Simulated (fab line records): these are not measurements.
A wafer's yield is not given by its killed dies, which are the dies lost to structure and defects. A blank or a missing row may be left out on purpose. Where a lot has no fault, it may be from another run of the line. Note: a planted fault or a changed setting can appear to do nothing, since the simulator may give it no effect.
Problem report, 8D (eight disciplines) form, completed by code :: flow n5-finfet :: the parts of the form that need people (team, actions taken, sign-off) are left out

## 1. WHAT WENT WRONG
Mean of run-length-s at N5_BEOL_M3_CO_CAP_55: 180.7 s across 2 wafers in 2 lots; on wafers with no fault it is 125.2 s (standard deviation 0.43). So: +99 or more standard deviations from the usual mean.
The step: material Co, precursor CCTBA/H2, target thk 2 nm, time 102.1 s.
Earliest sighting: wafer L743.4 on cvd-co-02 at day 8 09:53. The record has a number at this step for 18 wafers belonging to 6 lots. Rule for "out", or "out of limits": more than 4 standard deviations from the usual mean. Any other wafer with a number is counted as sound.

## 2. WHAT IT IS; WHAT IT IS NOT
question: which readings at this step
is: run-length-s
is not: heater-power-w

question: which lots
is: L743, L744
is not: L750, L753, L760, L761

question: which wafers of those lots
is: L743.4, L744.4
is not: L743.2, L743.5, L744.3, L744.5

question: read on which tools
is: cvd-co-02
is not: cvd-co-01

question: when
is: from day 8 09:53
is not: up to then (2 sound wafers); but 14 sound wafers of L744, L750, L753, L760, L761 came after

## 3. SUSPECTS, AND WHAT RULES EACH OUT
Counting: any tool at a process step up to the reading remains a suspect provided it ran every lot that is out. Sound lots after the first of them don't rule it out here, since some wafers of a struck lot are sound.
- cvd-co-02 at N5_BEOL_M3_CO_CAP_55 (material Co, precursor CCTBA/H2, target thk 2 nm, time 102.1 s): kept. It ran every lot that is out, first L743 (day 8 09:53). On those wafers its own readings are out: run-length-s.
After counting, what remains is cvd-co-02 at N5_BEOL_M3_CO_CAP_55.

## 4. THE CAUSE (what the simulator had put in)
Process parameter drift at N5_BEOL_M3_CO_CAP_55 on cvd-co-02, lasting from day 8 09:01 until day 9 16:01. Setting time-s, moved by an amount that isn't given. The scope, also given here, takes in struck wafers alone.
Only this tool survived the counting.

## 5. THE EFFECT CHAIN, in route order
One row per reading whose mean, taken over the struck wafers that have a number, lies over 3 standard deviations from the usual. Readings are gone through only where the record gives a usual standard deviation; hours: the median, over the lots, of the time from a lot's start at the first step in this table giving one to that lot's start at this step; sigmas: the change measured in usual standard deviations.
hours: 0
step: N5_BEOL_M3_CO_CAP_55
reading: run-length-s
usual: 125.2 s
on struck wafers: 180.7
change: +55.5
sigmas: +99 or more
It contains these process steps:
- N5_BEOL_M3_CO_CAP_55: material Co, precursor CCTBA/H2, target thk 2 nm, time 102.1 s.
Later steps that measure or inspect, where all struck wafers having a row at the step show a number for every such reading and not one has moved that far: N5_BEOL_M4_RC_MEAS_101.

## 6. HOW IT WOULD HAVE BEEN CAUGHT EARLIER
In this record the first reading out of limits was taken at day 8 09:53, 1 hour after the fault began at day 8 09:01.
